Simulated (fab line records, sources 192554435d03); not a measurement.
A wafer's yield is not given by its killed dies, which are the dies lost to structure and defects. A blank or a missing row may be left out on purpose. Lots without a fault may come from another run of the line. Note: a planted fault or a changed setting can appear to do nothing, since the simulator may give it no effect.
fab line records    flow n5_finfet    part 2 of 2: steps 16 to 26 of 26
record: lots: 5  wafers: 15  last_day: 21
route steps=1938 shown FIN_CUT@163 STI_FIN_REVEAL@183
lots untouched by any fault: they come from a run of this same line in which no faults occurred
start_h: hours from the record's first day to the start of the lot's first wafer shown    wait_h: hours from the lot's prior step to this one    " same as the row above    L1.1+2: a single row standing in for several wafers    - no value present, or no start provided    * or withheld: withheld    < > ~ a bound
route shown NAME@n: a module of which the file shows steps, and the number in the route of the first    usual: mean and standard deviation over wafers with no fault    same: alike in all rows    chamber/n: place in a boat    sites: the reading at each site    _std_site: standard deviation across them    _edge_site: inner sites' mean taken away from outer sites' mean    radius_mm: for every site, how far away it sits from the centre of the wafer    mask NAME#n: copy n    behind: tool/chamber where the wafer was last shaped    hold: cause of the lot's hold/its duration in hours/its outcome    device: the transistor (n, p or np) that didn't switch    end of line: the route-end tests of the same wafers    a step without rows: its recipe alone    killed: not the wafer's yield, but the dies lost to structure and defects at the first sort    map: a wafer's dies, x killed, . not, _ none there
set.NAME: setting as actually run; set.NAME@STEP: the setting as run at that earlier step    model.NAME: the simulator's own value behind a step, which no gauge read
lots at some steps of the route; a table a step, a row a wafer
services: the hour from which a tool's chamber was out of use, counted from the record's first day as start_h (under 0 if before that day), plus the number of hours and why
== steps ==
step: N5_FIN_CUT_STRIP_22
recipe: chemistry: N2/H2  power_w: 500  temp_c: 40  pressure_mtorr: 50  rf_frequency_hz: 6e+07  overash_fraction: 0.3  bias_power_w: 8  h2_frac: 0.5  n2_flow_sccm: 300  h2_flow_sccm: 300
usual: drypump_motor_current_A: 5.9/0.39  oes_product_au: 0.80/0.093  rf_vpp_V: 54.1/2.3  showerhead_plenum_p_Torr: 3.36/0.1  throttle_valve_pct: 18.9/0.31
lot.wafer  tool         chamber  start_h  wait_h  drypump_motor_current_A  oes_product_au  rf_hours_counter_h  rf_vpp_V  showerhead_plenum_p_Torr  throttle_valve_pct
L075.1     rie_diel-01  3        33.64    0.0     6.1                      0.70            237                 51.6      3.46                      19.0
L075.3     "            1        "        "       5.6                      0.75            188                 54.1      3.21                      19.5
L075.6     "            2        "        "       5.7                      0.91            -                   57.5      3.43                      19.1
L080.1     rie_diel-03  3        63.95    0.0     6.2                      0.86            62                  55.7      3.27                      18.3
L080.2     "            1        "        "       5.2                      0.73            185                 52.4      3.48                      18.8
L080.6     "            0        "        "       6.0                      0.95            -                   48.4      3.31                      18.8
L087.1     rie_diel-06  1        108.17   0.0     6.3                      0.66            245                 58.3      3.31                      19.3
L087.3     "            0        "        "       6.5                      0.79            122                 53.0      3.51                      19.1
L087.5     "            0        "        "       6.5                      0.80            -                   55.6      3.51                      19.1
L089.4     rie_diel-03  1        118.23   0.1     5.2                      0.71            201                 51.7      3.47                      18.8
L089.5     "            2        "        "       5.9                      0.88            -                   49.9      3.43                      19.0
L089.6     "            1        "        "       5.2                      0.71            -                   56.4      3.47                      18.9
L092.3     rie_diel-01  2        136.36   0.2     5.7                      0.83            60                  49.8      3.41                      19.2
L092.4     "            1        "        "       5.6                      0.73            -                   52.3      3.19                      19.6
L092.6     "            3        "        "       6.1                      0.93            -                   56.7      3.44                      18.6
step: N5_FIN_CUT_PRECLEAN_36
recipe: chemistry: O3/DIW  time_s: 60  temp_c: 22  o3_ppm: 10
lot.wafer   tool          chamber  start_h  wait_h
L075.1+3+6  wet_bench-01  2,7,5    33.71    -
L080.1+2+6  wet_bench-02  0,7,1    64.01    -
L087.1+3+5  wet_bench-02  5,2,3    108.24   -
L089.4+5+6  wet_bench-01  1,5,6    118.30   -
L092.3+4+6  wet_bench-04  0,3,2    136.43   -
step: N5_FIN_CUT_SRD_32
recipe: dry: ipa_marangoni  time_s: 30  temp_c: 23  rinse_liquid: diw
lot.wafer   tool          chamber  start_h  wait_h
L075.1+3+6  wet_bench-01  2,7,5    33.73    0.0
L080.1+2+6  wet_bench-02  0,7,1    64.03    0.0
L087.1+3+5  wet_bench-02  5,2,3    108.26   0.0
L089.4+5+6  wet_bench-01  1,5,6    118.32   0.0
L092.3+4+6  wet_bench-04  0,3,2    136.45   0.0
step: N5_FIN_CUT_UV_OZONE_34
recipe: time_s: 120  pressure_torr: 760  temp_c: 25
lot.wafer   tool          chamber  start_h  wait_h
L075.1+3+6  wet_bench-01  2,7,5    33.74    0.0
L080.1+2+6  wet_bench-02  0,7,1    64.05    0.0
L087.1+3+5  wet_bench-02  5,2,3    108.27   0.0
L089.4+5+6  wet_bench-01  1,5,6    118.34   0.0
L092.3+4+6  wet_bench-04  0,3,2    136.47   0.0
step: N5_FIN_CUT_INSPECT_17
recipe: inspect_instrument: brightfield  mode: aei
usual: raw_defect_count: 228/64
lot.wafer  tool               chamber  start_h  wait_h  raw_defect_count
L075.1     defect_inspect-01  -        33.80    0.0     310
L075.3     "                  -        "        "       254
L075.6     "                  -        "        "       253
L080.1     defect_inspect-02  -        64.11    0.0     144
L080.2     "                  -        "        "       238
L080.6     "                  -        "        "       120
L087.1     defect_inspect-01  -        108.33   0.0     220
L087.3     "                  -        "        "       196
L087.5     "                  -        "        "       220
L089.4     defect_inspect-01  -        118.40   0.0     320
L089.5     "                  -        "        "       192
L089.6     "                  -        "        "       233
L092.3     defect_inspect-01  -        136.54   0.0     132
L092.4     "                  -        "        "       180
L092.6     "                  -        "        "       222
step: N5_STI_FIN_REVEAL_ALD_00
recipe: material: SiO2  target_thk_a: 10  temp_c: 300  ald_precursor_family: BDEAS  ald_co_reactant: O2-plasma  pulse_time_s: 1  pressure_torr: 2
usual: heater_power_w: 464/48  precursor_pulse_height_rel: 1.001/0.019
lot.wafer  tool        chamber  start_h  wait_h  heater_power_w  precursor_pulse_height_rel
L075.1     ald_sin-02  1        33.84    0.0     448             0.994
L075.3     "           3        "        "       452             0.997
L075.6     "           0        "        "       442             1.000
L080.1     ald_sin-03  2        64.37    0.3     644             0.995
L080.2     "           0        "        "       436             0.963
L080.6     "           0        "        "       448             1.000
L087.1     ald_sin-02  3        108.37   0.0     454             0.979
L087.3     "           1        "        "       468             0.996
L087.5     "           2        "        "       435             1.013
L089.4     ald_sin-01  0        118.44   0.0     401             0.976
L089.5     "           1        "        "       473             0.993
L089.6     "           2        "        "       537             1.023
L092.3     ald_sin-02  3        136.57   0.0     443             0.992
L092.4     "           2        "        "       440             0.990
L092.6     "           3        "        "       448             1.020
step: N5_STI_FIN_REVEAL_ALD_14
recipe: material: Si3N4  target_thk_a: 30  temp_c: 400  ald_precursor_family: SiH2I2  ald_co_reactant: N2/H2-plasma  pressure_torr: 2
usual: heater_power_w: 826/85
lot.wafer  tool        chamber  start_h  wait_h  heater_power_w
L075.1     ald_sin-02  1        33.89    0.0     802
L075.3     "           3        "        "       798
L075.6     "           0        "        "       781
L080.1     ald_sin-03  2        64.42    0.0     1112
L080.2     "           0        "        "       807
L080.6     "           0        "        "       791
L087.1     ald_sin-02  3        108.41   0.0     792
L087.3     "           1        "        "       809
L087.5     "           2        "        "       782
L089.4     ald_sin-01  0        118.49   0.0     687
L089.5     "           1        "        "       854
L089.6     "           2        "        "       988
L092.3     ald_sin-02  3        136.62   0.0     794
L092.4     "           2        "        "       817
L092.6     "           3        "        "       784
step: N5_STI_FIN_REVEAL_FCVD_FILL_01
recipe: material: SiO2_flowable  target_thk_a: 3120  temp_c: 100  pressure_torr: 0.8  rf_w: 2000  time_s: 512.2
lot.wafer   tool     chamber  start_h  wait_h
L075.1+3+6  fcvd-02  0,0,1    34.13    0.1
L080.1+2+6  fcvd-02  1        64.66    0.1
L087.1+3+5  fcvd-01  0,1,0    108.65   0.1
L089.4+5+6  fcvd-01  0,0,1    118.92   0.3
L092.3+4+6  fcvd-01  1,0,0    137.06   0.3
step: N5_STI_FIN_REVEAL_DENSIFY_02
recipe: temp_c: 650  ambient: steam  time_s: 1800  idle_temp_c: 400  densification_p_h2o_torr: 640
lot.wafer   tool        chamber  start_h  wait_h
L075.1+3+6  furnace-02  0        34.76    0.4
L080.1+2+6  furnace-01  0        65.90    1.0
L087.1+3+5  furnace-03  0        109.29   0.4
L089.4+5+6  furnace-01  0        119.36   0.2
L092.3+4+6  furnace-02  0        137.50   0.2
step: N5_STI_FIN_REVEAL_CMP_04
recipe: stop_on: Si3N4  t_overpolish_s: 4  down_force_psi: 2  platen_rpm: 54.18  post_cmp_clean: alkaline_brush  pad_velocity_m_s: 1.078  target_thk_nm: 131.83
usual: motor_current_A: 8.2/0.96  overpolish_run_s: 3.999/0.009  platen_rpm: 54.18/0.035  time_to_endpoint_s: 105/5.6
lot.wafer  tool    chamber  start_h  wait_h  motor_current_A  overpolish_run_s  platen_rpm  time_to_endpoint_s
L075.1     cmp-04  0        38.93    0.0     7.4              4.016             54.19       103
L075.3     "       3        "        "       8.5              4.000             54.16       104
L075.6     "       1        "        "       9.4              4.000             54.21       106
L080.2     cmp-02  0        70.34    0.3     7.9              4.000             54.11       104
L080.1     "       1        "        "       8.0              3.997             54.18       106
L080.6     "       3        "        "       6.7              3.984             54.26       106
L087.1     cmp-01  2        113.47   0.0     9.6              4.002             54.18       115
L087.3     "       3        "        "       9.3              3.988             54.19       119
L087.5     "       2        "        "       9.1              4.015             54.16       113
L089.4     cmp-01  0        123.52   0.0     8.6              3.996             54.21       110
L089.5     "       0        "        "       8.6              4.000             54.11       110
L089.6     "       1        "        "       6.5              4.007             54.18       105
L092.3     cmp-02  2        141.66   0.0     9.0              4.015             54.21       111
L092.4     "       1        "        "       8.3              4.005             54.20       111
L092.6     "       3        "        "       6.7              3.995             54.24       108
step: N5_STI_FIN_REVEAL_THK_MEAS_05
usual: thk_nm: 132.0/0.95
lot.wafer  tool           chamber  start_h  wait_h  thk_nm
L075.1     film_metro-02  -        39.22    -       131.9
L075.3     "              -        "        "       132.3
L075.6     "              -        "        "       132.3
L080.1     film_metro-02  -        70.56    -       133.2
L080.2     "              -        "        "       132.0
L080.6     "              -        "        "       132.1
L087.1     film_metro-02  -        113.76   -       132.4
L087.3     "              -        "        "       132.8
L087.5     "              -        "        "       132.9
L089.4     film_metro-01  -        123.82   -       130.9
L089.5     "              -        "        "       130.0
L089.6     "              -        "        "       130.2
L092.3     film_metro-01  -        141.96   -       132.7
L092.4     "              -        "        "       135.2
L092.6     "              -        "        "       133.3
== services ==
tool           chamber  start_h  hours  kind
rie_diel-06    2        9.99     2.7    repair
rie_diel-06    3        11.85    5.5    repair
rie_diel-03    -        13.18    14.6   pm
vapor_etch-01  1        23.31    3.7    repair
rie_diel-06    -        25.45    0.3    repair
rie_si-02      2        34.85    9.6    repair
fcvd-02        0        36.07    4.9    repair
ald_sin-01     1        36.22    2.0    repair
fcvd-01        0        38.21    6.7    repair
fcvd-02        1        48.92    10.1   repair
rie_diel-01    1        48.99    5.8    repair
fcvd-02        0        62.21    9.0    repair
cmp-01         -        69.52    5.3    pm
rie_si-02      1        70.28    20.1   repair
ald_sin-02     -        70.72    0.3    repair
ald_sin-03     0        74.27    10.8   repair
cmp-01         -        74.85    1.1    repair
rie_diel-03    -        82.64    0.7    repair
cmp-01         -        84.98    1.5    repair
fcvd-01        -        88.72    0.6    repair
rie_si-06      0        89.30    10.1   repair
rie_si-06      3        95.45    8.2    repair
rie_diel-03    3        106.94   1.8    repair
rie_diel-03    0        125.34   6.0    repair
